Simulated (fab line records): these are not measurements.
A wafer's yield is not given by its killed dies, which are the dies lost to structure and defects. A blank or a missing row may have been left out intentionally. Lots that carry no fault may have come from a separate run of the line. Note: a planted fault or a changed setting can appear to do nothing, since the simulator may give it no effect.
Matching of chambers	flow nand_harc	NHARC_P_M2_DEP_00 on pecvd-04: 3 sister chambers
The step deposits SiOC, target thk 182.5 nm. 3 wafers are shown with their chamber, then 6 later ones without.

## WAFERS WITH THEIR CHAMBER
wafer	chamber	showerhead_vpp_V (V)
L679.4	2	1522
L679.5	0	1682
L679.6	1	1519

## WAFERS MISSING THEIR CHAMBER
wafer	showerhead_vpp_V (V)
L680.4	1515
L680.5	1520
L680.6	1672
L684.1	1510
L684.2	1526
L684.5	1670

## EACH ONE'S CHAMBER
wafer	from the rows above	in truth
L680.4	can't be placed: 1 or 2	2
L680.5	can't be placed: 1 or 2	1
L680.6	0	0
L684.1	can't be placed: 1 or 2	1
L684.2	can't be placed: 2 or 1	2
L684.5	0	0
Correct placement for 2 of the 6. Not placeable from these rows: 4 (in 4, the candidates include the true chamber). 0 placed wrongly.
How it was worked out, from the rows above alone: a wafer's distance from a chamber is the root of the sum, over the readings, of the square of ((its reading less the chamber's mean) divided by the reading's scatter). If the next closest chamber is less than 2 further off than the closest, the wafer can't be placed; otherwise it belongs to the closest. For every chamber, the mean is computed from those of its wafers that are shown. The scatter (one wafer shown for each chamber): square how far every hidden wafer sits from the nearest shown wafer, average those squares and take the square root.
